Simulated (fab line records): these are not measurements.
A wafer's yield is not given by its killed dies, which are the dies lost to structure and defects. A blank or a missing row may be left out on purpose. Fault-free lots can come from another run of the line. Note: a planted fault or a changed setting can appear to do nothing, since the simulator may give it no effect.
Chamber matching ; flow nandHarc ; NHARC_A_M0_CMP_23 on cmp-01: 4 sister chambers
The step polishes, t overpolish 20 s, target thk 113.75 nm. 4 wafers are shown with their chamber, then 6 later ones without.

WAFERS PAIRED WITH THEIR CHAMBERS
wafer;chamber;motorCurrentA (A)
L115.3;3;11.9
L115.5;2;14.1
L114.5;0;13.9
L114.6;1;11.5

WAFERS WITH NO CHAMBER GIVEN
wafer;motorCurrentA (A)
L120.1;11.4
L120.2;14.0
L120.4;12.2
L119.2;12.5
L119.5;13.1
L119.6;12.0

THE CHAMBER EACH PASSED THROUGH
wafer;from the rows above;in truth
L120.1;can't be placed: 1 or 3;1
L120.2;can't be placed: 0 or 2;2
L120.4;can't be placed: 3 or 1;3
L119.2;can't be placed: 3 or 1 or 0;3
L119.5;can't be placed: 0 or 2 or 3 or 1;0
L119.6;can't be placed: 3 or 1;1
Placed correctly: 0 of 6. Not placeable from these rows: 6 (in 6, the candidates include the true chamber). Wrongly placed: 0.
How it was worked out, from the rows above alone: a wafer's distance from a chamber is the root of the sum, over the readings, of the square of ((its reading less the chamber's mean) divided by the reading's scatter). The wafer belongs to the nearest chamber; if the next one is less than 2 further off, it can't be placed. The mean given for a chamber averages the wafers shown for that chamber. The scatter (one wafer shown for each chamber): square how far every hidden wafer sits from the nearest shown wafer, average those squares and take the square root.
